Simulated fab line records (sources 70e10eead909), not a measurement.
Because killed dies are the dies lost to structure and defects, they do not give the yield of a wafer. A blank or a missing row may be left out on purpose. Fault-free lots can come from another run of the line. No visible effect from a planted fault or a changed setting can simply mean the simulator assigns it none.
Matching of chambers + flow nandHarc + aldMetal-03 running NHARC_A_WL_FILL_ALD_02: 4 sister chambers
The step deposits TiN, target thk 2 nm, pulse time 3 s, ald cycles 100. 14 wafers are shown with their chamber, then 7 later ones without.

WAFERS, EACH WITH ITS CHAMBER
| wafer  | chamber | heaterPowerW (W) | precursorPulseHeightRel |
|--------|---------|------------------|-------------------------|
| L074.3 | 0       | 1051             | 0.989                   |
| L074.5 | 3       | 1211             | 1.003                   |
| L074.6 | 0       | 1028             | 1.030                   |
| L078.2 | 0       | 1021             | 1.041                   |
| L078.4 | 1       | 1007             | 0.977                   |
| L078.5 | 1       | 1014             | 0.997                   |
| L079.2 | 1       | 1006             | 0.991                   |
| L079.3 | 2       | 1111             | 0.994                   |
| L079.5 | 1       | 1025             | 0.997                   |
| L081.1 | 0       | 1073             | 0.993                   |
| L081.2 | 2       | 1152             | 1.004                   |
| L081.3 | 3       | 1225             | 1.004                   |
| L083.3 | 0       | 1091             | 0.985                   |
| L083.5 | 3       | 1227             | 0.969                   |

SIGNATURES (averages over the wafers above)
| reading                 | chamber 0 | chamber 1 | chamber 2 | chamber 3 | scatter within a chamber |
|-------------------------|-----------|-----------|-----------|-----------|--------------------------|
| heaterPowerW            | 1052.80   | 1013.00   | 1131.50   | 1221.00   | 21.7                     |
| precursorPulseHeightRel | 1.00760   | 0.99050   | 0.99900   | 0.99200   | 0.0195                   |
Rule: a wafer lies at a distance from a chamber equal to the root of the sum of squares, over the readings, of (its reading less the chamber's mean, divided by the reading's scatter). If the next closest chamber is less than 2 further off than the closest, the wafer can't be placed; otherwise it belongs to the closest. How the scatter is found: for the shown wafers, subtract from each reading the mean of its chamber, square and add these, divide the total by (wafers less chambers), then take the root.

WAFERS WITH NO CHAMBER GIVEN
| wafer  | heaterPowerW (W) | precursorPulseHeightRel |
|--------|------------------|-------------------------|
| L083.6 | 1074             | 0.998                   |
| L086.1 | 1084             | 1.018                   |
| L086.2 | 1260             | 0.991                   |
| L086.6 | 1119             | 1.024                   |
| L096.1 | 1109             | 1.005                   |
| L096.4 | 1286             | 1.009                   |
| L096.5 | 1055             | 1.008                   |

WHICH CHAMBER EACH ONE RAN IN
| wafer  | from the rows above          | in truth |
|--------|------------------------------|----------|
| L083.6 | can't be placed: 0 or 2 or 1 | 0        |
| L086.1 | can't be placed: 0 or 2      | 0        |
| L086.2 | 3                            | 3        |
| L086.6 | can't be placed: 2 or 0      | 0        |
| L096.1 | can't be placed: 2 or 0      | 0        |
| L096.4 | 3                            | 3        |
| L096.5 | 0                            | 0        |
3 of 7 placed correctly. From these rows, 4 cannot be placed; in 4 the true chamber is one of the candidates. Number placed wrongly: 0.
